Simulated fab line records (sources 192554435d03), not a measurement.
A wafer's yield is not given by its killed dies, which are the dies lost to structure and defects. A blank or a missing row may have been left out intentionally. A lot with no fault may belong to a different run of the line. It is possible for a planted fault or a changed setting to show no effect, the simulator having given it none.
fab line records | flow n5Finfet
[record] lots = 11 | wafers = 32 | lastDay = 17
route steps=1938 shown BEOL_M2@902 BEOL_M4@1111 PASSIVATION@1936
lots with no fault: from the same line, run without faults
startH: start of the lot's first displayed wafer, in hours after the record's first day | waitH: hours elapsed since this lot's preceding step | " unchanged from the row above | L1.1+2: several wafers, shown together as one row | - either no value or no given start | * or withheld: withheld | < > ~ a bound
route shown NAME@n: NAME is a module with steps in the file, n the number in the route of the first one | usual: the fault-free wafers' mean and standard deviation | same: alike in all rows | chamber/n: place in a boat | sites: per-site readings | _std_site: standard deviation across them | _edge_site: inner sites' mean taken away from outer sites' mean | radiusMm: how far each site lies from the wafer's centre | mask NAME#n: copy n | behind: the most recent tool/chamber to have shaped the wafer | hold: the reason the lot was held/the length of the hold in hours/how it ended | device: whichever transistor did not switch (one of n, p or np) | end of line: at the end of the route, the tests of the same wafers | a step without rows: its recipe alone | killed: not the wafer's yield, but the dies lost to structure and defects at the first sort | map: per-die view of a wafer (x killed, . not killed, _ where there is no die)
set.NAME: setting as actually run; set.NAME@STEP: the setting as run at that earlier step | model.NAME: the simulator's own value behind a step, which no gauge read
a sample of lots followed through the steps of the route, with each step as a table and each wafer as a row
[[steps]]
[step N5_BEOL_M2_SURFACE_TREAT_85]
[recipe] gas = Ar | timeS = * | ionEnergyEv = * | ionCurrentMaCm2 = 0.5 | pressureMtorr = * | arFlowSccm = 30
[usual] throttleValvePct = *
lot.wafer | tool          | chamber | startH | waitH | throttleValvePct
L517.2    | pvdSputter-03 | -       | 140.35 | 0.2   | *
L517.3    | "             | -       | "      | "     | *
L517.5    | "             | -       | "      | "     | *
L522.1    | pvdSputter-01 | -       | 180.30 | 0.1   | *
L522.4    | "             | -       | "      | "     | *
L524.1    | pvdSputter-02 | -       | 185.20 | 0.2   | *
L524.2    | "             | -       | "      | "     | *
L524.3    | "             | -       | "      | "     | *
L523.1    | pvdSputter-02 | -       | 186.21 | 0.1   | *
L523.2    | "             | -       | "      | "     | *
L523.4    | "             | -       | "      | "     | *
L525.2    | pvdSputter-03 | -       | 190.31 | 1.1   | *
L525.4    | "             | -       | "      | "     | *
L525.6    | "             | -       | "      | "     | *
L532.4    | pvdSputter-03 | -       | 228.23 | 0.2   | *
L532.5    | "             | -       | "      | "     | *
L532.6    | "             | -       | "      | "     | *
L534.1    | pvdSputter-03 | -       | 243.78 | 0.2   | *
L534.2    | "             | -       | "      | "     | *
L534.5    | "             | -       | "      | "     | *
L535.1    | pvdSputter-02 | -       | 251.12 | 0.2   | *
L535.2    | "             | -       | "      | "     | *
L535.3    | "             | -       | "      | "     | *
L536.1    | pvdSputter-01 | -       | 254.07 | 0.1   | *
L536.2    | "             | -       | "      | "     | *
L536.3    | "             | -       | "      | "     | *
L539.2    | pvdSputter-03 | -       | 266.55 | 0.2   | *
L539.3    | "             | -       | "      | "     | *
L539.4    | "             | -       | "      | "     | *
L540.1    | pvdSputter-01 | -       | 275.76 | 0.1   | *
L540.3    | "             | -       | "      | "     | *
L540.6    | "             | -       | "      | "     | *
[step N5_BEOL_M2_ANNEAL_49]
[recipe] tempC = 400 | timeS = 240 | ambient = vacuum
[usual] heaterPowerW = 845/81
lot.wafer | tool          | chamber | startH | waitH | heaterPowerW
L517.2    | pvdSputter-02 | -       | 140.65 | 0.0   | 953
L517.3    | "             | -       | "      | "     | 809
L517.5    | "             | -       | "      | "     | 867
L522.1    | pvdSputter-01 | -       | 180.69 | 0.0   | 789
L522.4    | "             | -       | "      | "     | 879
L524.1    | pvdSputter-03 | -       | 185.57 | 0.0   | 883
L524.2    | "             | -       | "      | "     | 721
L524.3    | "             | -       | "      | "     | 703
L523.1    | pvdSputter-01 | -       | 186.54 | 0.0   | 875
L523.2    | "             | -       | "      | "     | 785
L523.4    | "             | -       | "      | "     | 853
L525.2    | pvdSputter-03 | -       | 190.67 | 0.0   | 731
L525.4    | "             | -       | "      | "     | 909
L525.6    | "             | -       | "      | "     | 697
L532.4    | pvdSputter-01 | -       | 229.79 | 0.0   | 882
L532.5    | "             | -       | "      | "     | 859
L532.6    | "             | -       | "      | "     | 803
L534.1    | pvdSputter-03 | -       | 244.08 | 0.0   | 880
L534.2    | "             | -       | "      | "     | 1014
L534.5    | "             | -       | "      | "     | 700
L535.1    | pvdSputter-03 | -       | 253.16 | 0.0   | 900
L535.2    | "             | -       | "      | "     | 711
L535.3    | "             | -       | "      | "     | 1008
L536.1    | pvdSputter-02 | -       | 256.25 | 0.0   | 833
L536.2    | "             | -       | "      | "     | 849
L536.3    | "             | -       | "      | "     | 851
L539.2    | pvdSputter-01 | -       | 267.24 | 0.0   | 789
L539.3    | "             | -       | "      | "     | 823
L539.4    | "             | -       | "      | "     | 856
L540.1    | pvdSputter-02 | -       | 276.21 | 0.0   | 825
L540.3    | "             | -       | "      | "     | 871
L540.6    | "             | -       | "      | "     | 807
[step N5_BEOL_M2_SPUTTER_86]
[recipe] material = Cu | targetThkA = 45 | tempC = -20 | chamberPressurePa = 0.07 | powerW = withheld | timeS = 8.29
[usual] chamberPressurePa = 0.07001/0.00015 | chuckGasFlowSccm = 1.26/0.046 | throttleValvePct = 30.3/1.2
lot.wafer | tool          | chamber | startH | waitH | chamberPressurePa | chuckGasFlowSccm | throttleValvePct
L517.2    | pvdSputter-02 | -       | 141.23 | 0.1   | 0.06996           | 1.23             | 27.8
L517.3    | "             | -       | "      | "     | 0.06986           | 1.29             | 30.0
L517.5    | "             | -       | "      | "     | 0.07026           | 1.29             | 28.6
L522.1    | pvdSputter-01 | -       | 181.32 | 0.1   | 0.07013           | 1.19             | 32.0
L522.4    | "             | -       | "      | "     | 0.06992           | 1.27             | 31.5
L524.1    | pvdSputter-03 | -       | 186.15 | 0.1   | 0.06966           | 1.30             | 29.3
L524.2    | "             | -       | "      | "     | 0.07018           | 1.27             | 29.9
L524.3    | "             | -       | "      | "     | 0.06995           | 1.31             | 30.6
L523.1    | pvdSputter-01 | -       | 187.17 | 0.1   | 0.07024           | 1.25             | 31.8
L523.2    | "             | -       | "      | "     | 0.06985           | 1.21             | 31.8
L523.4    | "             | -       | "      | "     | 0.06995           | 1.22             | 30.8
L525.2    | pvdSputter-03 | -       | 191.25 | 0.1   | 0.06988           | 1.21             | 29.6
L525.4    | "             | -       | "      | "     | 0.07              | 1.25             | 29.4
L525.6    | "             | -       | "      | "     | 0.07007           | 1.34             | 31.0
L532.4    | pvdSputter-01 | -       | 230.37 | 0.1   | 0.07              | 1.23             | 32.0
L532.5    | "             | -       | "      | "     | 0.07031           | 1.33             | 31.0
L532.6    | "             | -       | "      | "     | 0.06992           | 1.23             | 31.4
L534.1    | pvdSputter-03 | -       | 244.66 | 0.1   | 0.07002           | 1.32             | 29.3
L534.2    | "             | -       | "      | "     | 0.07006           | 1.29             | 30.6
L534.5    | "             | -       | "      | "     | 0.07012           | 1.24             | 30.7
L535.1    | pvdSputter-03 | -       | 253.74 | 0.1   | 0.06966           | 1.28             | 29.6
L535.2    | "             | -       | "      | "     | 0.07001           | 1.26             | 30.7
L535.3    | "             | -       | "      | "     | 0.06998           | 1.22             | 30.6
L536.1    | pvdSputter-02 | -       | 256.83 | 0.1   | 0.0699            | 1.29             | 29.7
L536.2    | "             | -       | "      | "     | 0.07002           | 1.31             | 28.4
L536.3    | "             | -       | "      | "     | 0.07028           | 1.24             | 29.2
L539.2    | pvdSputter-01 | -       | 267.82 | 0.1   | 0.06985           | 1.23             | 31.6
L539.3    | "             | -       | "      | "     | 0.0702            | 1.23             | 31.5
L539.4    | "             | -       | "      | "     | 0.0702            | 1.31             | 30.8
L540.1    | pvdSputter-02 | -       | 276.79 | 0.1   | 0.07021           | 1.30             | 29.8
L540.3    | "             | -       | "      | "     | 0.06985           | 1.26             | 29.2
L540.6    | "             | -       | "      | "     | 0.07023           | 1.31             | 29.7
[step N5_BEOL_M2_SPUTTER_88]
[recipe] material = Cu | targetThkA = 45 | tempC = -20 | chamberPressurePa = 0.07 | powerW = withheld | timeS = 8.29
[usual] chamberPressurePa = 0.07001/0.00015 | chuckGasFlowSccm = 1.26/0.047 | throttleValvePct = 30.3/1.2
lot.wafer | tool          | chamber | startH | waitH | chamberPressurePa | chuckGasFlowSccm | throttleValvePct
L517.2    | pvdSputter-02 | -       | 141.45 | 0.1   | 0.06998           | 1.24             | 28.2
L517.3    | "             | -       | "      | "     | 0.06989           | 1.28             | 29.9
L517.5    | "             | -       | "      | "     | 0.06987           | 1.30             | 28.6
L522.1    | pvdSputter-01 | -       | 181.56 | 0.1   | 0.06982           | 1.27             | 31.7
L522.4    | "             | -       | "      | "     | 0.07015           | 1.21             | 31.8
L524.1    | pvdSputter-03 | -       | 186.37 | 0.1   | 0.07003           | 1.31             | 29.4
L524.2    | "             | -       | "      | "     | 0.06998           | 1.37             | 29.7
L524.3    | "             | -       | "      | "     | 0.07003           | 1.23             | 30.6
L523.1    | pvdSputter-01 | -       | 187.40 | 0.1   | 0.06999           | 1.20             | 32.3
L523.2    | "             | -       | "      | "     | 0.07032           | 1.28             | 31.9
L523.4    | "             | -       | "      | "     | 0.06986           | 1.42             | 30.9
L525.2    | pvdSputter-03 | -       | 191.47 | 0.1   | 0.06976           | 1.24             | 29.8
L525.4    | "             | -       | "      | "     | 0.06983           | 1.33             | 29.4
L525.6    | "             | -       | "      | "     | 0.07003           | 1.29             | 30.7
L532.4    | pvdSputter-01 | -       | 230.59 | 0.1   | 0.07007           | 1.31             | 31.8
L532.5    | "             | -       | "      | "     | 0.07007           | 1.33             | 30.7
L532.6    | "             | -       | "      | "     | 0.07004           | 1.24             | 31.4
L534.1    | pvdSputter-03 | -       | 244.88 | 0.1   | -                 | -                | -
L534.2    | "             | -       | "      | "     | -                 | -                | -
L534.5    | "             | -       | "      | "     | -                 | -                | -
L536.1    | pvdSputter-02 | -       | 257.05 | 0.1   | -                 | -                | -
L536.2    | "             | -       | "      | "     | -                 | -                | -
L536.3    | "             | -       | "      | "     | -                 | -                | -
L535.1    | pvdSputter-03 | -       | 257.58 | 0.1   | -                 | -                | -
L535.2    | "             | -       | "      | "     | -                 | -                | -
L535.3    | "             | -       | "      | "     | -                 | -                | -
L539.2    | pvdSputter-01 | -       | 268.04 | 0.1   | 0.06992           | 1.18             | 31.9
L539.3    | "             | -       | "      | "     | 0.0702            | 1.24             | 31.3
L539.4    | "             | -       | "      | "     | 0.07012           | 1.21             | 30.6
L540.1    | pvdSputter-02 | -       | 277.01 | 0.1   | 0.07017           | 1.28             | 29.5
L540.3    | "             | -       | "      | "     | 0.07008           | 1.23             | 29.3
L540.6    | "             | -       | "      | "     | 0.07003           | 1.26             | 30.0
[step N5_BEOL_M4_RC_MEAS_101]
[usual] DIBL_N = 37.2/1.8 | DIBL_P = 37.5/2.5 | IOFF_N = 0.17/0.038 | IOFF_P = 0.24/0.046 | ION_N = 681/13 | ION_P = 469/8.5 | SS_N = 71.7/0.6 | SS_P = 73.6/0.69 | VT_N = 249/3.4 | VT_P = -248/3.6
lot.wafer | tool      | chamber | startH | waitH | DIBL_N[mV/V] | DIBL_P[mV/V] | IOFF_N[nA/um] | IOFF_P[nA/um] | ION_N[uA/um] | ION_P[uA/um] | SS_N[mV/dec] | SS_P[mV/dec] | VT_N[mV] | VT_P[mV]
L517.2    | prober-01 | 0       | 163.31 | 0.2   | 37.7         | 36.6         | 0.20          | 0.28          | 690          | 478          | 72.4         | 73.8         | 248      | -245
L517.3    | "         | 0       | "      | "     | 37.1         | 35.3         | 0.16          | 0.25          | 673          | 466          | 71.7         | 73.3         | 251      | -246
L517.5    | "         | 0       | "      | "     | 34.6         | 33.2         | 0.14          | 0.22          | 667          | 463          | 70.9         | 72.3         | 252      | -245
L522.1    | prober-01 | 0       | 205.61 | 0.0   | 40.1         | 41.0         | 0.24          | 0.39          | 707          | 491          | 72.4         | 75.2         | 242      | -239
L522.4    | "         | 0       | "      | "     | 33.7         | 32.9         | 0.11          | 0.21          | 665          | 469          | 70.6         | 73.3         | 255      | -247
L524.1    | prober-01 | 0       | 207.18 | 0.0   | 36.2         | 34.9         | 0.14          | 0.18          | 685          | 470          | 70.5         | 73.3         | 251      | -253
L524.2    | "         | 0       | "      | "     | 39.7         | 37.8         | 0.18          | 0.23          | 669          | 459          | 71.6         | 73.9         | 249      | -250
L524.3    | "         | 0       | "      | "     | 35.6         | 34.2         | 0.13          | 0.18          | 669          | 460          | 71.5         | 73.2         | 250      | -253
L523.1    | prober-01 | 0       | 208.66 | 0.0   | 39.1         | 38.5         | 0.22          | 0.26          | 691          | 472          | 72.0         | 73.5         | 243      | -247
L523.2    | "         | 0       | "      | "     | 37.0         | 35.3         | 0.15          | 0.20          | 679          | 460          | 71.6         | 73.3         | 249      | -252
L523.4    | "         | 0       | "      | "     | 39.6         | 40.7         | 0.25          | 0.31          | 717          | 486          | 71.7         | 74.1         | 241      | -246
L525.2    | prober-02 | 0       | 211.90 | 0.2   | 37.2         | 37.6         | 0.18          | 0.25          | 678          | 470          | 72.1         | 73.8         | 247      | -246
L525.4    | "         | 0       | "      | "     | 35.4         | 34.7         | 0.14          | 0.20          | 667          | 464          | 71.1         | 73.0         | 252      | -251
L525.6    | "         | 0       | "      | "     | 34.3         | 33.6         | 0.12          | 0.18          | 666          | 461          | 70.8         | 72.5         | 252      | -249
L532.4    | prober-02 | 0       | 262.43 | 0.5   | 37.3         | 37.5         | 0.16          | 0.25          | 684          | 475          | 71.5         | 72.4         | 250      | -246
L532.5    | "         | 0       | "      | "     | 37.1         | 37.0         | 0.16          | 0.24          | 678          | 473          | 71.6         | 73.1         | 251      | -248
L532.6    | "         | 0       | "      | "     | 37.8         | 38.7         | 0.17          | 0.27          | 687          | 477          | 72.3         | 73.7         | 249      | -244
L534.1    | prober-01 | 0       | 269.45 | 0.0   | 34.8         | 36.4         | 0.14          | 0.19          | 661          | 455          | 71.1         | 73.7         | 252      | -253
L534.2    | "         | 0       | "      | "     | 34.9         | 35.9         | 0.14          | 0.19          | 652          | 452          | 71.2         | 73.2         | 251      | -251
L534.5    | "         | 0       | "      | "     | 36.9         | 38.6         | 0.18          | 0.25          | 671          | 465          | 71.7         | 73.7         | 250      | -248
L536.1    | prober-01 | 0       | 287.41 | 0.0   | 38.9         | 39.5         | 0.22          | 0.26          | 695          | 470          | 71.4         | 74.0         | 245      | -247
L536.2    | "         | 0       | "      | "     | 35.8         | 36.2         | 0.16          | 0.19          | 689          | 469          | 71.1         | 73.5         | 249      | -251
L536.3    | "         | 0       | "      | "     | 42.4         | 43.9         | 0.31          | 0.34          | 697          | 474          | 73.4         | 75.2         | 241      | -245
L535.1    | prober-02 | 0       | 287.71 | 0.0   | 35.5         | 36.0         | 0.13          | 0.16          | 670          | 450          | 71.8         | 72.4         | 250      | -257
L535.2    | "         | 0       | "      | "     | 35.7         | 36.7         | 0.14          | 0.18          | 675          | 457          | 71.1         | 73.8         | 252      | -254
L535.3    | "         | 0       | "      | "     | 39.6         | 41.4         | 0.23          | 0.26          | 691          | 468          | 71.7         | 74.1         | 244      | -249
L539.2    | prober-01 | 0       | 295.41 | 0.2   | 36.3         | 36.7         | 0.16          | 0.23          | 683          | 468          | 71.2         | 73.2         | 248      | -248
L539.3    | "         | 0       | "      | "     | 38.2         | 38.6         | 0.20          | 0.26          | 699          | 476          | 72.2         | 73.8         | 248      | -248
L539.4    | "         | 0       | "      | "     | 33.9         | 33.7         | 0.13          | 0.19          | 671          | 461          | 71.0         | 73.2         | 252      | -251
L540.1    | prober-02 | 0       | 298.39 | 0.0   | 36.8         | 36.5         | 0.16          | 0.23          | 674          | 467          | 72.0         | 72.8         | 250      | -247
L540.3    | "         | 0       | "      | "     | 37.9         | 38.9         | 0.18          | 0.25          | 683          | 465          | 71.8         | 73.7         | 247      | -248
L540.6    | "         | 0       | "      | "     | 37.2         | 37.1         | 0.15          | 0.23          | 671          | 462          | 72.8         | 73.4         | 253      | -248
[step N5_PASSIVATION_PROBE_49]
[usual] defectLimitedYield = 91.2/1.4 | killed_at_M0_to_M3 = 32/10 | killed_at_M4_up = 14/6.2 | killedAtContacts = 12/6.3 | killedAtFrontEnd = 42/13 | killedAtOther = 4/3.4 | killedDies = 104/17 | killedOpen = 67/12 | killedShort = 34/8.1 | sort_bin_4_leakage = 0.02/0.13 | sort_bin_5_function = 5.2/0.93 | sort_bin_6_memory = 3.2/0.65 | sortNPass = 1075/16 | sortYieldPct = 91.1/1.4
[same] grossDies = 1180 | killedAtBackSide = 0 | sort_bin_8_speed[%] = 0
lot.wafer | tool      | chamber | startH | waitH | defectLimitedYield[%] | killed_at_M0_to_M3 | killed_at_M4_up | killedAtContacts | killedAtFrontEnd | killedAtOther | killedDies | killedOpen | killedShort | sort_bin_4_leakage[%] | sort_bin_5_function[%] | sort_bin_6_memory[%] | sortNPass | sortYieldPct[%]
L525.2    | prober-02 | -       | 325.38 | 0.1   | 93.2                  | 19                 | 14              | 7                | 34               | 6             | 80         | 45         | 26          | 0                     | 3.4                    | 2.4                  | 1100      | 93.2
L525.4    | prober-02 | -       | 325.48 | 0.2   | 93.6                  | 16                 | 3               | 13               | 38               | 5             | 75         | 44         | 29          | 0                     | 3.8                    | 2.1                  | 1105      | 93.6
L525.6    | prober-02 | -       | 325.58 | 0.3   | 92.7                  | 27                 | 8               | 19               | 32               | 0             | 86         | 46         | 33          | 0                     | 4.1                    | 2.5                  | 1094      | 92.7
L532.4    | prober-02 | -       | 360.65 | 0.2   | 90.6                  | 38                 | 10              | 16               | 47               | 0             | 111        | 68         | 42          | 0                     | 5.3                    | 3.5                  | 1069      | 90.6
L532.5    | prober-02 | -       | 360.70 | 0.2   | 88.8                  | 39                 | 10              | 20               | 58               | 5             | 132        | 85         | 47          | 0                     | 6.0                    | 4.5                  | 1048      | 88.8
L532.6    | prober-02 | -       | 360.75 | 0.3   | 90.8                  | 40                 | 13              | 4                | 47               | 5             | 109        | 74         | 34          | 0                     | 5.3                    | 3.5                  | 1071      | 90.8
L534.1    | prober-01 | -       | 367.54 | 0.0   | 92.1                  | 26                 | 27              | 12               | 24               | 4             | 93         | 61         | 28          | 0                     | 4.7                    | 2.9                  | 1087      | 92.1
L534.2    | prober-01 | -       | 367.59 | 0.1   | 93.1                  | 21                 | 11              | 8                | 40               | 1             | 81         | 45         | 30          | 0                     | 3.7                    | 2.8                  | 1099      | 93.1
L534.5    | prober-01 | -       | 367.74 | 0.2   | 91.0                  | 35                 | 11              | 8                | 48               | 4             | 106        | 69         | 34          | 0                     | 5.0                    | 3.5                  | 1074      | 91.0
L536.1    | prober-01 | -       | 388.66 | 0.0   | 92.0                  | 34                 | 10              | 8                | 36               | 6             | 94         | 58         | 29          | 0                     | 4.5                    | 3.4                  | 1086      | 92.0
L536.2    | prober-01 | -       | 388.71 | 0.1   | 91.4                  | 40                 | 18              | 16               | 23               | 4             | 101        | 64         | 30          | 0                     | 5.2                    | 3.3                  | 1079      | 91.4
L536.3    | prober-01 | -       | 388.76 | 0.1   | 91.0                  | 48                 | 18              | 6                | 32               | 2             | 106        | 69         | 25          | 0.68                  | 5.3                    | 3.1                  | 1066      | 90.3
L535.1    | prober-01 | -       | 393.68 | 0.0   | 89.7                  | 37                 | 14              | 16               | 53               | 1             | 121        | 72         | 39          | 0                     | 5.4                    | 4.1                  | 1059      | 89.7
L535.2    | prober-01 | -       | 393.73 | 0.1   | 90.3                  | 46                 | 7               | 9                | 50               | 3             | 115        | 72         | 36          | 0                     | 4.9                    | 4.7                  | 1065      | 90.3
L535.3    | prober-01 | -       | 393.78 | 0.1   | 90.8                  | 44                 | 11              | 10               | 38               | 5             | 108        | 73         | 28          | 0                     | 6.2                    | 2.5                  | 1072      | 90.8
L539.2    | prober-01 | -       | 404.27 | 0.1   | 93.7                  | 20                 | 6               | 6                | 33               | 9             | 74         | 47         | 24          | 0                     | 3.8                    | 2.3                  | 1106      | 93.7
L539.3    | prober-01 | -       | 404.32 | 0.1   | 89.7                  | 32                 | 23              | 11               | 49               | 6             | 121        | 80         | 36          | 0                     | 6.4                    | 3.5                  | 1059      | 89.7
L539.4    | prober-01 | -       | 404.37 | 0.2   | 91.6                  | 39                 | 13              | 7                | 38               | 2             | 99         | 64         | 33          | 0                     | 5.3                    | 2.8                  | 1081      | 91.6
// killed by level:class
L525.2 DUMMY_GATE:geometricParticle:open=9 HKMG_FIN:areaEtch=8 BEOL_M1:geometricParticle:open=6 BEOL_M0_SAQP:geometricParticle:short=6 MOL_CONTACT_COAG:geometricParticle:open=5 BEOL_M4:geometricParticle:open=5 BEOL_M8:geometricParticle:open=5 GATE_CUT:geometricParticle:short=4
L525.4 DUMMY_GATE:geometricParticle:open=10 MOL_CONTACT_COAG:geometricParticle:open=8 FIN_SAQP:geometricParticle:open=7 FIN_SAQP:geometricParticle:short=6 BEOL_M0:geometricParticle:open=6 MOL_CONTACT_COAG:geometricParticle:short=5 GATE_CUT:geometricParticle:short=4 BEOL_M0:geometricParticle:short=4
L525.6 MOL_CONTACT_COAG:geometricParticle:open=14 DUMMY_GATE:geometricParticle:open=8 FIN_SAQP:geometricParticle:short=7 HKMG_FIN:areaEtch=7 BEOL_M2:geometricParticle:open=6 MOL_CONTACT_COAG:geometricParticle:short=5 BEOL_M0_SAQP:geometricParticle:short=5 STARTING-WAFER:geometricParticle:short=5
L532.4 FIN_SAQP:geometricParticle:short=13 MOL_CONTACT_COAG:geometricParticle:open=10 FIN_SAQP:geometricParticle:open=9 STI_FIN_REVEAL:geometricParticle:open=8 BEOL_M3:geometricParticle:open=7 BEOL_M1:geometricParticle:open=6 MOL_CONTACT_COAG:geometricParticle:short=6 BEOL_M0_SAQP:geometricParticle:short=6
L532.5 MOL_CONTACT_COAG:geometricParticle:open=17 DUMMY_GATE:geometricParticle:open=12 FIN_SAQP:geometricParticle:open=11 BEOL_M0_SAQP:geometricParticle:short=11 STI_FIN_REVEAL:geometricParticle:open=10 FIN_SAQP:geometricParticle:short=8 BEOL_M2:geometricParticle:open=7 BEOL_M0_SAQP:geometricParticle:open=5
L532.6 FIN_SAQP:geometricParticle:open=14 BEOL_M3:geometricParticle:open=13 FIN_SAQP:geometricParticle:short=11 BEOL_M0_SAQP:geometricParticle:short=7 BEOL_M0_SAQP:geometricParticle:open=7 GATE_CUT:geometricParticle:open=6 STI_FIN_REVEAL:geometricParticle:open=5 BEOL_M1:geometricParticle:open=4
L534.1 MOL_CONTACT_COAG:geometricParticle:open=7 BEOL_M4:geometricParticle:open=7 BEOL_M6:geometricParticle:open=6 MOL_CONTACT_COAG:geometricParticle:short=5 BEOL_M0_SAQP:geometricParticle:open=5 BEOL_M0_SAQP:geometricParticle:short=5 BEOL_M2:geometricParticle:open=5 BEOL_M5:geometricParticle:open=5
L534.2 FIN_SAQP:geometricParticle:open=11 FIN_SAQP:geometricParticle:short=7 MOL_CONTACT_COAG:geometricParticle:open=7 BEOL_M2:interfaceVoidOpened=5 BEOL_M0_SAQP:geometricParticle:short=4 BEOL_M0_SAQP:geometricParticle:open=4 BEOL_M4:geometricParticle:open=4 STARTING-WAFER:geometricParticle:short=4
L534.5 FIN_SAQP:geometricParticle:open=13 STI_FIN_REVEAL:geometricParticle:open=9 BEOL_M3:geometricParticle:open=8 MOL_CONTACT_COAG:geometricParticle:open=7 BEOL_M0_SAQP:geometricParticle:short=5 BEOL_M0_SAQP:geometricParticle:open=5 FIN_SAQP:geometricParticle:short=4 GATE_CUT:geometricParticle:short=4
L536.1 FIN_SAQP:geometricParticle:short=8 BEOL_M1:geometricParticle:open=8 FIN_SAQP:geometricParticle:open=7 BEOL_M2:geometricParticle:open=6 MOL_CONTACT_COAG:geometricParticle:open=5 BEOL_M4:geometricParticle:open=5 STARTING-WAFER:geometricParticle:open=5 BEOL_M2:interfaceVoidOpened=5
L536.2 BEOL_M0_SAQP:geometricParticle:open=10 MOL_CONTACT_COAG:geometricParticle:open=9 FIN_SAQP:geometricParticle:open=7 MOL_CONTACT_COAG:geometricParticle:short=7 GATE_CUT:geometricParticle:short=6 BEOL_M0_SAQP:geometricParticle:short=6 BEOL_M1:geometricParticle:open=6 BEOL_M2:geometricParticle:open=6
L536.3 BEOL_M0_SAQP:geometricParticle:open=11 BEOL_M1:geometricParticle:open=10 BEOL_M4:geometricParticle:open=8 BEOL_M2:geometricParticle:open=7 BEOL_M2:interfaceVoidOpened=6 DUMMY_GATE:geometricParticle:open=5 GATE_CUT:geometricParticle:short=5 MOL_CONTACT_COAG:geometricParticle:open=5
L535.1 MOL_CONTACT_COAG:geometricParticle:open=14 FIN_SAQP:geometricParticle:open=13 FIN_SAQP:geometricParticle:short=11 BEOL_M1:geometricParticle:open=10 BEOL_M0_SAQP:geometricParticle:open=8 BEOL_M0_SAQP:geometricParticle:short=6 BEOL_M4:geometricParticle:open=5 BEOL_M2:interfaceVoidOpened=5
L535.2 FIN_SAQP:geometricParticle:open=17 FIN_SAQP:geometricParticle:short=12 BEOL_M1:geometricParticle:open=9 MOL_CONTACT_COAG:geometricParticle:open=8 BEOL_M3:geometricParticle:open=7 BEOL_M0_SAQP:geometricParticle:short=7 BEOL_M2:interfaceVoidOpened=6 STI_FIN_REVEAL:geometricParticle:open=5
L535.3 BEOL_M1:geometricParticle:open=17 FIN_SAQP:geometricParticle:short=12 MOL_CONTACT_COAG:geometricParticle:open=8 BEOL_M0_SAQP:geometricParticle:open=7 BEOL_M2:geometricParticle:open=6 BEOL_M4:geometricParticle:open=6 FIN_SAQP:geometricParticle:open=5 DUMMY_GATE:geometricParticle:open=5
L539.2 STI_FIN_REVEAL:geometricParticle:open=8 MOL_CONTACT_COAG:geometricParticle:open=6 PAD_METAL:geometricParticle:short=5 STARTING-WAFER:geometricParticle:open=5 BEOL_M3:geometricParticle:open=4 FIN_SAQP:geometricParticle:open=3 DUMMY_GATE:geometricParticle:open=3 GATE_CUT:geometricParticle:short=3
L539.3 STI_FIN_REVEAL:geometricParticle:open=12 FIN_SAQP:geometricParticle:open=9 MOL_CONTACT_COAG:geometricParticle:open=9 BEOL_M1:geometricParticle:open=8 BEOL_M2:geometricParticle:short=6 BEOL_M2:geometricParticle:open=5 BEOL_M5:geometricParticle:open=5 FIN_SAQP:geometricParticle:short=4
L539.4 FIN_SAQP:geometricParticle:open=10 BEOL_M1:geometricParticle:open=9 BEOL_M0_SAQP:geometricParticle:short=8 BEOL_M1:geometricParticle:short=7 STI_FIN_REVEAL:geometricParticle:open=6 MOL_CONTACT_COAG:geometricParticle:open=6 BEOL_M2:geometricParticle:open=6 BEOL_M4:geometricParticle:open=4
[[key]]
[firstSign] step = N5_BEOL_M2_SPUTTER_88 | reading = toolRecord | direction = missing
effect none on later readings
metAt N5_BEOL_M2_SPUTTER_88
struckLots L534,L535,L536
notActingAt N5_BEOL_M2_SURFACE_TREAT_85,N5_BEOL_M2_ANNEAL_49,N5_BEOL_M2_SPUTTER_86
onsetBetween 191.47 244.88
[fault] kind = skippedStepWhole | tool = pvdSputter-02,pvdSputter-03 | chamber = - | onsetH = 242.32 | steps = N5_BEOL_M2_SPUTTER_88 | scope = struckLotsOnly
